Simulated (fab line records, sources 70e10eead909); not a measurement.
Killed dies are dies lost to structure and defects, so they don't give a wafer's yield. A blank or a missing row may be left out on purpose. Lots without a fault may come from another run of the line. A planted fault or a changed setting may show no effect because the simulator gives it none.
Chamber matching | flow nand_harc | NHARC_A_CHANNEL_FILL_D2_ALD_14 on ald_hk-02: 4 sister chambers
The step deposits SiO2, target thk 2.5 nm, pulse time 10 s, ald cycles 25. 4 wafers are shown with their chamber, then 12 later ones without.

WAFERS WITH THEIR CHAMBER
wafer  | chamber | heater_power_w (W)
L086.2 | 0       | 377
L087.2 | 3       | 482
L087.3 | 2       | 478
L087.6 | 1       | 462

WAFERS WITHOUT THEIR CHAMBER
wafer  | heater_power_w (W)
L093.2 | 389
L093.3 | 483
L093.5 | 471
L093.1 | 467
L093.4 | 479
L093.6 | 481
L094.1 | 484
L094.3 | 384
L094.4 | 481
L095.3 | 489
L095.5 | 492
L095.6 | 391

WHICH CHAMBER EACH WENT THROUGH
wafer  | from the rows above          | in truth
L093.2 | 0                            | 0
L093.3 | can't be placed: 3 or 2      | 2
L093.5 | can't be placed: 2 or 1 or 3 | 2
L093.1 | can't be placed: 1 or 2 or 3 | 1
L093.4 | can't be placed: 2 or 3      | 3
L093.6 | can't be placed: 3 or 2      | 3
L094.1 | can't be placed: 3 or 2      | 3
L094.3 | 0                            | 0
L094.4 | can't be placed: 3 or 2      | 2
L095.3 | can't be placed: 3 or 2      | 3
L095.5 | can't be placed: 3 or 2      | 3
L095.6 | 0                            | 0
Placed correctly: 3 of 12. Can't be placed from these rows: 9 (the true chamber is among the candidates in 9). Placed wrongly: 0.
How it was worked out, from the rows above alone: a wafer's distance from a chamber is the root of the sum, over the readings, of the square of ((its reading less the chamber's mean) divided by the reading's scatter). The wafer belongs to the nearest chamber; if the next one is less than 2 further off, it can't be placed. A chamber's mean is the mean of its shown wafers. The scatter: with one shown wafer a chamber, the root of the mean of the squares of how far each hidden wafer lies from its nearest shown one.
